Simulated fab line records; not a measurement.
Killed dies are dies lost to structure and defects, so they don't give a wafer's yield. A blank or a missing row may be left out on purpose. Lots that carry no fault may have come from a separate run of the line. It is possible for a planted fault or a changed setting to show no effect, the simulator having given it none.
Chamber matching ; flow n5_finfet ; rie_diel-03 running N5_BEOL_M5_STRIP_19: 4 sister chambers
The step strips in O2. 8 wafers are shown with their chamber, then 8 later ones without.

## EACH WAFER AND ITS CHAMBER
wafer;chamber;showerhead_plenum_p_Torr (Torr);drypump_motor_current_A (A)
L075.6;1;2.11;5.7
L079.3;2;2.01;5.5
L084.4;1;2.10;5.7
L084.6;0;2.18;5.7
L087.3;0;2.18;5.6
L087.4;3;2.18;5.2
L087.5;2;2.00;5.5
L090.2;3;2.18;5.2

## WAFERS WITH NO CHAMBER GIVEN
wafer;showerhead_plenum_p_Torr (Torr);drypump_motor_current_A (A)
L090.5;2.00;5.5
L090.6;2.09;5.8
L093.2;2.18;5.3
L093.4;2.00;5.5
L093.5;2.18;5.7
L096.2;2.18;5.7
L096.4;2.18;5.2
L096.5;2.09;5.7

## THE CHAMBER EACH PASSED THROUGH
wafer;from the rows above;in truth
L090.5;2;2
L090.6;1;1
L093.2;3;3
L093.4;2;2
L093.5;0;0
L096.2;0;0
L096.4;3;3
L096.5;1;1
Correctly placed: 8 of 8. Left unplaced by these rows: 0. Placed wrongly: 0.
How it was worked out, from the rows above alone: a wafer's distance from a chamber is the root of the sum, over the readings, of the square of ((its reading less the chamber's mean) divided by the reading's scatter). The wafer belongs to the nearest chamber; if the next one is less than 2 further off, it can't be placed. For every chamber, the mean is computed from those of its wafers that are shown. The scatter: the root of (the sum of the squares of (reading less its chamber's mean) over the shown wafers, divided by (wafers less chambers)).
